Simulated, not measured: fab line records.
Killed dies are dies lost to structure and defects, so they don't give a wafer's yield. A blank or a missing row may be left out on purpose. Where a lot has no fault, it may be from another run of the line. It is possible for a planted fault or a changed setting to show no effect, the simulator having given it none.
fab line records    flow nandHarc
record lots=13  wafers=39  lastDay=33
route steps=1302 shown A_SLIT@946 A_WL_FILL@968 A_CONTACT@983
lots that met no fault: from a run of the same line without faults
startH: hours from the record's opening day to when the first of the lot's shown wafers began    waitH: time in hours since the lot's previous step    " the same as in the row above    L1.1+2: a row that stands for several wafers    - no value, or no start given    * or withheld: withheld    < > ~ a bound
route shown NAME@n: a module of which the file shows steps, and the number in the route of the first    usual: the fault-free wafers' mean and standard deviation    same: alike in all rows    chamber/n: place in a boat    sites: per-site readings    _std_site: how widely they spread, as a standard deviation    _edge_site: inner sites' mean taken away from outer sites' mean    radiusMm: for every site, how far away it sits from the centre of the wafer    mask NAME#n: copy n    behind: the tool/chamber that last shaped the wafer    hold: what put the lot on hold/how long, in hours/how the hold closed    device: the n, p or np transistor that did not switch    end of line: at the end of the route, the tests of the same wafers    a step given without rows: its recipe and nothing more    killed: dies lost to structure and defects at the first sort, not the wafer's yield    map: the dies of a wafer, with x for killed, . for not killed, _ for no die there
set.NAME: the setting the step ran with; set.NAME@STEP: the setting that earlier step ran with    model.NAME: the simulator's own value behind a step, which no gauge read
route steps across a sampled set of lots; one table per step, one row per wafer
services: from which hour (startH, from the record's first day; less than 0 if before it) a tool's chamber was out of use, for how many hours, and why
## steps
# step NHARC_A_SLIT_CD_MEAS_21
# usual cdNm=289.9/0.85
lot.wafer  tool      chamber  startH  waitH  cdNm
L975.1     cdSem-02  -        492.95  -      290.4
L975.2     "         -        "       "      290.5
L975.3     "         -        "       "      289.9
L977.2     cdSem-01  -        503.98  -      290.5
L977.5     "         -        "       "      291.8
L977.6     "         -        "       "      290.7
L976.1     cdSem-01  -        505.40  -      288.9
L976.2     "         -        "       "      290.2
L976.5     "         -        "       "      289.1
L980.2     cdSem-03  -        518.25  -      290.4
L980.3     "         -        "       "      288.8
L980.6     "         -        "       "      289.9
L979.3     cdSem-01  -        521.28  -      289.6
L979.4     "         -        "       "      289.1
L979.6     "         -        "       "      289.7
L982.1     cdSem-02  -        547.76  -      288.2
L982.2     "         -        "       "      289.7
L982.6     "         -        "       "      288.9
L983.3     cdSem-01  -        560.03  -      289.4
L983.4     "         -        "       "      290.4
L983.5     "         -        "       "      290.7
L984.2     cdSem-01  -        577.38  0.1    289.9
L984.4     "         -        "       "      289.8
L984.6     "         -        "       "      290.1
L985.3     cdSem-03  -        581.19  -      289.5
L985.4     "         -        "       "      290.1
L985.6     "         -        "       "      290.8
L990.3     cdSem-03  -        606.73  -      291.4
L990.5     "         -        "       "      290.2
L990.6     "         -        "       "      290.7
L992.1     cdSem-02  -        648.42  -      290.0
L992.4     "         -        "       "      290.2
L992.6     "         -        "       "      290.6
L991.1     cdSem-03  -        656.63  0.1    289.5
L991.2     "         -        "       "      290.2
L991.5     "         -        "       "      289.5
L996.1     cdSem-03  -        677.52  -      290.1
L996.3     "         -        "       "      290.4
L996.6     "         -        "       "      289.1
# step NHARC_A_WL_FILL_ETCHBACK_17
# recipe targetDepthA=40  timeS=26.7  chemistry=Cl2/BCl3
# usual drypumpMotorCurrentA=5.8/0.38  oesProductAu=1.002/0.012
# same timeS=26.7
lot.wafer  tool         chamber  startH  waitH  drypumpMotorCurrentA  oesProductAu  rfHoursCounterH
L975.1     rieMetal-01  0        511.65  -      5.5                   1.021         1.5
L975.2     "            1        "       "      6.3                   1.015         1.5
L975.3     "            0        "       "      5.6                   1.005         -
L977.2     rieMetal-02  1        524.93  -      5.2                   0.999         1.0
L977.5     "            0        "       "      5.9                   1.016         -
L977.6     "            1        "       "      5.2                   1.011         -
L976.1     rieMetal-01  1        525.03  -      6.3                   1.003         2.0
L976.2     "            0        "       "      5.6                   1.024         2.0
L976.5     "            0        "       "      5.5                   1.010         -
L980.2     rieMetal-02  1        537.03  -      5.2                   1.000         1.3
L980.3     "            0        "       "      5.9                   1.028         -
L980.6     "            1        "       "      5.2                   1.006         -
L979.4     rieMetal-03  0        541.78  -      6.1                   0.996         -
L979.3     "            1        "       "      5.5                   0.989         -
L979.6     "            0        "       "      6.1                   0.992         -
L982.1     rieMetal-01  1        569.03  -      6.3                   0.996         2.7
L982.2     "            0        "       "      5.6                   1.003         2.7
L982.6     "            0        "       "      5.6                   1.007         -
L983.4     rieMetal-02  1        581.59  -      5.2                   0.999         -
L983.3     "            0        "       "      5.9                   1.018         -
L983.5     "            1        "       "      5.2                   1.000         -
L984.2     rieMetal-03  1        595.54  -      5.5                   0.992         1.2
L984.4     "            0        "       "      6.1                   1.000         -
L984.6     "            1        "       "      5.5                   0.985         -
L985.3     rieMetal-01  1        600.40  -      6.3                   0.979         -
L985.4     "            0        "       "      5.5                   0.990         -
L985.6     "            0        "       "      5.5                   1.004         -
L990.3     rieMetal-02  0        629.49  -      5.8                   1.014         -
L990.5     "            0        "       "      5.9                   1.006         -
L990.6     "            0        "       "      5.9                   1.015         -
L992.1     rieMetal-03  0        668.49  -      6.1                   1.009         2.5
L992.4     "            0        "       "      6.1                   1.010         -
L992.6     "            0        "       "      6.1                   1.008         -
L991.1     rieMetal-03  0        676.45  -      6.1                   1.017         2.6
L991.2     "            1        "       "      5.5                   1.007         2.6
L991.5     "            0        "       "      6.1                   1.013         -
L996.1     rieMetal-02  1        697.03  -      5.2                   1.027         1.1
L996.3     "            1        "       "      5.2                   1.012         -
L996.6     "            0        "       "      5.9                   1.000         -
# step NHARC_A_CONTACT_DEP_24
# recipe targetThkA=5000  tempC=400  pressureTorr=6.5  rfW=900  teosFlowSccm=161.4  flowSccm=2650  targetThkNm=500  gas=O2  material=SiO2
# usual heaterPowerW=525/130  mfcPrecursorSccm=161.4/0.56  throttleValvePct=16.0/0.4
lot.wafer  tool      chamber  startH  waitH  heaterPowerW  mfcPrecursorSccm  throttleValvePct
L975.1     pecvd-03  1        518.10  0.1    390           160.8             16.1
L975.2     "         2        "       "      666           161.0             16.5
L975.3     "         0        "       "      418           160.4             15.9
L977.2     pecvd-03  2        531.37  0.2    647           161.5             16.9
L977.5     "         0        "       "      532           160.4             16.1
L977.6     "         2        "       "      690           162.1             16.8
L976.2     pecvd-04  0        531.40  0.1    615           161.6             15.8
L976.1     "         2        "       "      362           161.7             15.7
L976.5     "         2        "       "      385           161.4             15.9
L980.2     pecvd-01  0        543.31  0.1    611           161.3             15.8
L980.3     "         2        "       "      402           161.5             16.0
L980.6     "         1        "       "      575           161.6             16.3
L979.3     pecvd-01  1        548.23  0.1    551           161.3             16.4
L979.4     "         0        "       "      563           162.1             15.9
L979.6     "         1        "       "      566           161.5             16.2
L982.1     pecvd-03  1        575.88  0.1    394           162.1             15.5
L982.2     "         2        "       "      785           161.0             16.6
L982.6     "         0        "       "      493           161.3             16.2
L983.3     pecvd-03  1        587.97  0.1    389           161.4             15.5
L983.4     "         0        "       "      473           162.1             15.9
L983.5     "         2        "       "      668           161.6             16.6
L984.2     pecvd-01  0        603.03  0.2    617           160.9             16.2
L984.6     "         1        "       "      466           161.6             15.9
L984.4     "         2        "       "      379           161.0             16.0
L985.3     pecvd-01  2        606.80  0.2    346           162.2             16.1
L985.6     "         1        "       "      518           161.6             16.1
L985.4     "         2        "       "      372           161.9             15.8
L990.3     pecvd-01  2        636.11  0.1    367           160.8             16.3
L990.6     "         0        "       "      580           162.1             15.9
L990.5     "         1        "       "      594           177.4             16.2
L992.1     pecvd-03  0        675.02  0.2    546           160.9             16.2
L992.6     "         1        "       "      440           162.2             15.3
L992.4     "         0        "       "      556           160.8             16.1
L991.2     pecvd-03  0        683.02  0.1    544           160.4             16.1
L991.1     "         2        "       "      705           161.8             16.9
L991.5     "         2        "       "      738           161.5             16.8
L996.3     pecvd-03  0        703.40  0.1    555           161.6             16.0
L996.1     "         1        "       "      440           161.6             15.5
L996.6     "         0        "       "      417           161.8             16.0
# step NHARC_A_CONTACT_CD_MEAS_42
# recipe targetCdNm=300  landingEnergyEv=500
# usual cdNm=300.1/0.63
lot.wafer  tool      chamber  startH  waitH  cdNm
L975.1     cdSem-03  0        523.75  -      300.9
L975.2     "         0        "       "      300.0
L975.3     "         0        "       "      300.0
L977.2     cdSem-03  0        537.27  -      300.7
L977.5     "         0        "       "      300.4
L977.6     "         0        "       "      300.0
L976.1     cdSem-01  0        537.91  -      301.2
L976.2     "         0        "       "      300.2
L976.5     "         0        "       "      301.2
L980.2     cdSem-03  0        548.99  -      301.6
L980.3     "         0        "       "      300.9
L980.6     "         0        "       "      301.3
L979.3     cdSem-01  0        553.80  -      301.0
L979.4     "         0        "       "      300.8
L979.6     "         0        "       "      299.8
L982.1     cdSem-03  0        581.42  -      299.9
L982.2     "         0        "       "      299.4
L982.6     "         0        "       "      299.6
L983.3     cdSem-03  0        593.72  -      299.9
L983.4     "         0        "       "      300.9
L983.5     "         0        "       "      299.5
L984.2     cdSem-02  0        608.83  -      300.2
L984.4     "         0        "       "      301.2
L984.6     "         0        "       "      299.7
L985.3     cdSem-03  0        612.70  -      299.5
L985.4     "         0        "       "      299.2
L985.6     "         0        "       "      300.1
L990.3     cdSem-01  0        643.00  -      300.9
L990.5     "         0        "       "      299.6
L990.6     "         0        "       "      300.2
L992.1     cdSem-02  0        680.50  -      299.9
L992.4     "         0        "       "      300.0
L992.6     "         0        "       "      300.3
L991.1     cdSem-01  0        688.53  -      300.4
L991.2     "         0        "       "      300.1
L991.5     "         0        "       "      301.1
L996.1     cdSem-02  0        708.96  -      299.6
L996.3     "         0        "       "      299.7
L996.6     "         0        "       "      299.3
## services
tool         chamber  startH  hours  kind
pecvd-01     -        492.04  13.0   pm
pecvd-01     0        492.04  13.0   ventCycle
pecvd-04     -        495.41  0.8    repair
rieMetal-03  -        519.00  9.0    pm
pecvd-03     2        520.21  4.9    repair
pecvd-03     -        547.13  13.0   pm
pecvd-03     0        547.13  13.0   ventCycle
pecvd-03     1        547.13  13.0   ventCycle
pecvd-03     2        547.13  13.0   ventCycle
pecvd-03     0        560.13  -      clean
pecvd-03     1        560.13  -      clean
pecvd-03     2        560.13  -      clean
rieMetal-02  -        563.06  0.1    repair
rieMetal-01  -        575.00  9.0    pm
pecvd-04     2        581.28  10.2   repair
rieMetal-02  1        610.18  20.5   repair
pecvd-04     1        612.02  3.6    repair
rieMetal-01  -        612.56  0.6    repair
pecvd-03     0        613.93  14.7   repair
rieMetal-02  -        631.00  9.0    pm
pecvd-04     -        631.26  13.0   pm
pecvd-01     -        673.04  13.0   pm
rieMetal-03  0        687.83  19.4   repair
rieMetal-03  -        696.00  9.0    pm
## key
firstSign step=NHARC_A_CONTACT_DEP_24  reading=mfcPrecursorSccm  direction=up  sigmas=28  usual=161.4  struck=177.4
effect none on later readings
metAt NHARC_A_CONTACT_DEP_24
struckLots L990
struckWafers L990.5
testerLeftOut L990
notActingAt NHARC_A_SLIT_CD_MEAS_21,NHARC_A_WL_FILL_ETCHBACK_17,NHARC_A_CONTACT_CD_MEAS_42
onsetBetween 606.80 636.11
fault kind=processParameterDrift  tool=pecvd-01  chamber=1  onsetH=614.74  steps=NHARC_A_CONTACT_DEP_24  channel=teosFlowSccm  offset=*  shape=step  endH=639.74  actsIn=*  stated=*
# testerLeftOut: of these lots the tester's yield and bins aren't shown, on N5 and GAA mostly nor the transistor test; their killed dies are dies lost to structure and defects alone, not to doping, threshold or leakage, so they don't give the yield
